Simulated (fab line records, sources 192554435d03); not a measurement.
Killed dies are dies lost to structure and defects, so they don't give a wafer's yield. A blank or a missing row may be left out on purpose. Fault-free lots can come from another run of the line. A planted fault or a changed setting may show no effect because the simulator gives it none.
One fault through the eyes of 2 desks :: flow n5_finfet :: only its own numbers are on each desk; what lay behind them is given at the end

AT THE METROLOGY DESK
Means of the sampled wafers that have a number, per lot and without regard to the tool the lot ran on: this is what the gauges read. If a lot's mean is further than 4 standard deviations from the usual mean, the lot is out of limits and carries the mark OUT (the distance appears in the brackets). It has 11 readings; the 7 that lie furthest out on some lot are the ones shown.
Columns: A = DIBL_P at N5_BEOL_M4_RC_MEAS_101, usual 36.4 mV/V; B = IOFF_N at N5_BEOL_M4_RC_MEAS_101, usual 0.16 nA/um; C = IOFF_P at N5_BEOL_M4_RC_MEAS_101, usual 0.22 nA/um; D = ION_N at N5_BEOL_M4_RC_MEAS_101, usual 675 uA/um; E = ION_P at N5_BEOL_M4_RC_MEAS_101, usual 463 uA/um; F = VT_N at N5_BEOL_M4_RC_MEAS_101, usual 250 mV; G = VT_P at N5_BEOL_M4_RC_MEAS_101, usual -250 mV
lot: L150
first seen here: day 4 23:15
A: 35.5
B: 0.15
C: 0.20
D: 679
E: 462
F: 253
G: -251

lot: L151
first seen here: day 5 00:26
A: 36.8
B: 0.17
C: 0.21
D: 674
E: 465
F: 249
G: -249

lot: L152
first seen here: day 5 07:07
A: 35.2
B: 0.15
C: 0.19
D: 678
E: 465
F: 249
G: -252

lot: L154
first seen here: day 5 22:19
A: 39.3
B: 0.19
C: 0.28
D: 689
E: 476
F: 248
G: -246

lot: L159
first seen here: day 7 00:57
A: 35.8
B: 0.15
C: 0.20
D: 681
E: 458
F: 250
G: -252

lot: L161
first seen here: day 7 12:53
A: 36.1
B: 0.16
C: 0.21
D: 666
E: 458
F: 249
G: -250

lot: L166
first seen here: day 8 17:41
A: 32.5
B: 0.10
C: 0.13
D: 656
E: 446
F: 256
G: -258

lot: L167
first seen here: day 9 02:13
A: 37.1
B: 0.19
C: 0.26
D: 689
E: 471
F: 245
G: -245

lot: L168
first seen here: day 9 04:51
A: 35.0
B: 0.13
C: 0.18
D: 662
E: 458
F: 254
G: -252

lot: L170
first seen here: day 9 16:12
A: 35.5
B: 0.16
C: 0.22
D: 672
E: 461
F: 250
G: -250
Finding of this desk: none of the 10 lots has anything out of limits.

FOR THE TOOL OWNER'S DESK: thermal_cvd_si-01
The tool's own readings at N5_HKMG_FIN_CVD_62 (deposits a-Si from Si2H6, target thk 3 nm, time 20.8 s): means of the sampled wafers that have a number, for each lot that ran on this tool. If a lot's mean is further than 4 standard deviations from the usual mean, the lot is out of limits and carries the mark OUT (the distance appears in the brackets).
Columns: A = heater_power_w at N5_HKMG_FIN_CVD_62, usual 1415 W; B = susceptor_temp_C at N5_HKMG_FIN_CVD_62, usual 500.00 C
lot: L150
first seen here: day 5 01:02
A: 1342
B: 499.92

lot: L152
first seen here: day 5 09:21
A: 1353
B: 499.85

lot: L154
first seen here: day 6 00:07
A: 1296
B: 494.11 (-25) OUT

lot: L166
first seen here: day 8 19:29
A: 1360
B: 500.23

lot: L168
first seen here: day 9 06:39
A: 1354
B: 500.04

lot: L170
first seen here: day 9 17:59
A: 1358
B: 499.84
This desk's finding: out of limits on L154; first on L154, day 6 00:07 (susceptor_temp_C at N5_HKMG_FIN_CVD_62). L150, L152, L166, L168, L170 stayed within limits.

BROUGHT TOGETHER
The tool owner's desk could have raised an alarm at day 6 00:07, on L154.
At the metrology desk, nothing out of limits was observed.
The metrology desk has L154 on record, within its limits.
The lots listed all ran N5_HKMG_FIN_CVD_62 on thermal_cvd_si-01.

WHAT THE SIMULATOR PUT IN
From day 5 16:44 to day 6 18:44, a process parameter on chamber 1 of thermal_cvd_si-01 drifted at N5_HKMG_FIN_CVD_62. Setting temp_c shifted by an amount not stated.
Struck lots among those shown: L154.
Time in hours from fault onset to the first out-of-limits reading at each desk: the tool owner's desk, 7.
